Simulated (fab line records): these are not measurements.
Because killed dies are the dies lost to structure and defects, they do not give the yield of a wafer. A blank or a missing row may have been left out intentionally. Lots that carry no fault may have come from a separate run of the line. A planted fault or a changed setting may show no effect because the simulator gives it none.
Chamber matching | flow n5 finfet | 4 sister chambers for N5_FIN_CUT_STRIP_22 on rie diel-05
The step strips in N2/H2. 7 wafers are shown with their chamber, then 7 later ones without.

## WAFERS, EACH WITH ITS CHAMBER
wafer  | chamber | throttle valve pct (%) | showerhead plenum p Torr (Torr)
L348.4 | 2       | 18.7                   | 3.23
L355.1 | 1       | 19.8                   | 3.34
L356.1 | 3       | 18.7                   | 3.26
L356.2 | 0       | 18.5                   | 3.29
L356.4 | 1       | 19.9                   | 3.33
L359.1 | 2       | 18.8                   | 3.22
L359.2 | 0       | 18.5                   | 3.29

## WAFERS WITH NO CHAMBER GIVEN
wafer  | throttle valve pct (%) | showerhead plenum p Torr (Torr)
L359.4 | 18.7                   | 3.25
L361.2 | 19.9                   | 3.33
L361.3 | 18.5                   | 3.29
L361.5 | 19.9                   | 3.33
L363.1 | 18.5                   | 3.29
L363.3 | 18.7                   | 3.25
L363.6 | 18.8                   | 3.22

## THE CHAMBER EACH PASSED THROUGH
wafer  | from the rows above | in truth
L359.4 | 3                   | 3
L361.2 | 1                   | 1
L361.3 | 0                   | 0
L361.5 | 1                   | 1
L363.1 | 0                   | 0
L363.3 | 3                   | 3
L363.6 | 2                   | 2
Correct placement for 7 of the 7. Number that these rows cannot place: 0. Placed wrongly: 0.
How it was worked out, from the rows above alone: a wafer's distance from a chamber is the root of the sum, over the readings, of the square of ((its reading less the chamber's mean) divided by the reading's scatter). If the next closest chamber is less than 2 further off than the closest, the wafer can't be placed; otherwise it belongs to the closest. Each chamber's mean is taken over the wafers shown for it. The scatter: take each reading less its chamber's mean, square it, sum over the shown wafers, divide by the number of wafers less the number of chambers, and take the root.
